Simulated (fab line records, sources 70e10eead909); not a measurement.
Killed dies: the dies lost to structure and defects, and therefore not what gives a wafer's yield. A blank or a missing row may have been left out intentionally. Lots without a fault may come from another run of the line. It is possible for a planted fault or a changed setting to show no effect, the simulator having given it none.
The tool behind it: which one? ; flow nand harc ; Sampling: 11 lots, 33 wafers, 4 of 1159 route steps

WHAT EACH GAUGE READ, for each wafer
NHARC_A_CONTACT_INSPECT_23.
lot;measured;on;raw defect count
L461;day 17 06:59;defect inspect-02;498 347 444
L463;day 17 17:07;defect inspect-01;345 384 626
L464;day 17 17:41;defect inspect-01;328 559 426
L465;day 17 18:25;defect inspect-02;495 355 476
L466;day 18 14:27;defect inspect-01;476 426 379
L476;day 20 21:48;defect inspect-01;1406 1276 1207
L478;day 21 17:50;defect inspect-02;1228 1140 1128
L479;day 21 18:34;defect inspect-01;460 486 690
L481;day 22 08:30;defect inspect-02;381 519 514
L483;day 22 17:02;defect inspect-02;451 378 323
L484;day 23 23:52;defect inspect-02;549 376 467

EACH LOT AND THE TOOL THAT RAN IT (in order: tool; ch and the chambers of the sampled wafers; start)
lot;NHARC_A_CONTACT_ETCH_139;NHARC_A_CONTACT_ETCH_98;NHARC_A_CONTACT_CMP_20
L461;har cap etch-01 ch 0,1, day 17 03:15;rie diel-09 ch 1,3, day 17 06:35 or earlier;cmp-04 ch 0,1,3, day 17 06:35
L463;har cap etch-03 ch 0,1, day 17 08:02;rie diel-09 ch 0,1,3, day 17 16:43 or earlier;cmp-03 ch 1,2, day 17 16:43
L464;har cap etch-02 ch 0,1, day 17 10:37;rie diel-07 ch 1,2, day 17 17:18 or earlier;cmp-02 ch 1,3, day 17 17:18
L465;har cap etch-01 ch 0,1, day 17 11:24;rie diel-09 ch 0,1,2, day 17 18:01 or earlier;cmp-03 ch 0,2,3, day 17 18:01
L466;har cap etch-02 ch 0, day 18 10:44;rie diel-02 ch 0,1,3, day 18 14:03 or earlier;cmp-03 ch 0,3, day 18 14:03
L476;har cap etch-02 ch 0,1, day 20 18:47;rie diel-02 ch 0,1, day 20 21:26 or earlier;cmp-03 ch 0,1, day 20 21:26
L478;har cap etch-03 ch 0,1, day 21 12:22;rie diel-09 ch 0,1,3, day 21 17:26 or earlier;cmp-03 ch 0,1,3, day 21 17:26
L479;har cap etch-02 ch 0,1, day 21 14:19;rie diel-09 ch 0,1,2, day 21 18:11 or earlier;cmp-04 ch 1,3, day 21 18:11
L481;har cap etch-01 ch 0,1, day 22 05:24;rie diel-09 ch 0,3, day 22 08:07 or earlier;cmp-04 ch 2,3, day 22 08:07
L483;har cap etch-02 ch 0,1, day 22 10:07;rie diel-02 ch 2,3, day 22 16:40 or earlier;cmp-04 ch 1,2, day 22 16:40
L484;har cap etch-03 ch 1, day 23 16:38;rie diel-09 ch 1,2,3, day 23 23:29 or earlier;cmp-02 ch 0,1,3, day 23 23:29
- NHARC_A_CONTACT_ETCH_139: etches the open film in C4F8/O2/Ar, time 137 s, target depth 590 nm.
- NHARC_A_CONTACT_ETCH_98: etches the open film in C4F6/O2, target depth 20 nm, time 10 s.
- NHARC_A_CONTACT_CMP_20: polishes, t overpolish 30 s, target thk 300 nm.

THE ANSWER, worked out from the rows above alone
Rule: what is usual is taken from the lots themselves. The widest of any qualifying gaps counts: lots, ordered by their means at a reading, are off when they make up no more than a third of the lots, leave a main group of 4 or more, and stand apart from it by 3 or more times the standard deviation of that group's means. A main group is skipped when, at the precision printed for the reading in the tables above, its means are all equal. Also off: a lot with no number at a reading for which 4 or more lots have one. The other lots that the step has rows for count as sound.
Off: L476, L478 (NHARC_A_CONTACT_INSPECT_23, raw defect count). Mean 450 and standard deviation 41 in the main group.
A tool fits if, at a process step before that reading, it ran every lot that is off, and no sound lot after the first of them. Gauges at NHARC_A_CONTACT_INSPECT_23: tried the same way as those tools. Because NHARC_A_CONTACT_ETCH_98 lacks a start for some lots, the hours and order of its lots are taken from NHARC_A_CONTACT_CMP_20. One candidate fits, namely cmp-03 at NHARC_A_CONTACT_CMP_20. Its last sound lot is L466 (day 18 14:03), its first lot that is off L476 (day 20 21:26): a fault that began between those two fits.

WHAT THE SIMULATOR HAD PUT IN
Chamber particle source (cmp-03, NHARC_A_CONTACT_CMP_20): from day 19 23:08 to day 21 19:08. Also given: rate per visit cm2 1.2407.
Struck lots among those shown: L476, L478. The rule given above showed the same thing.
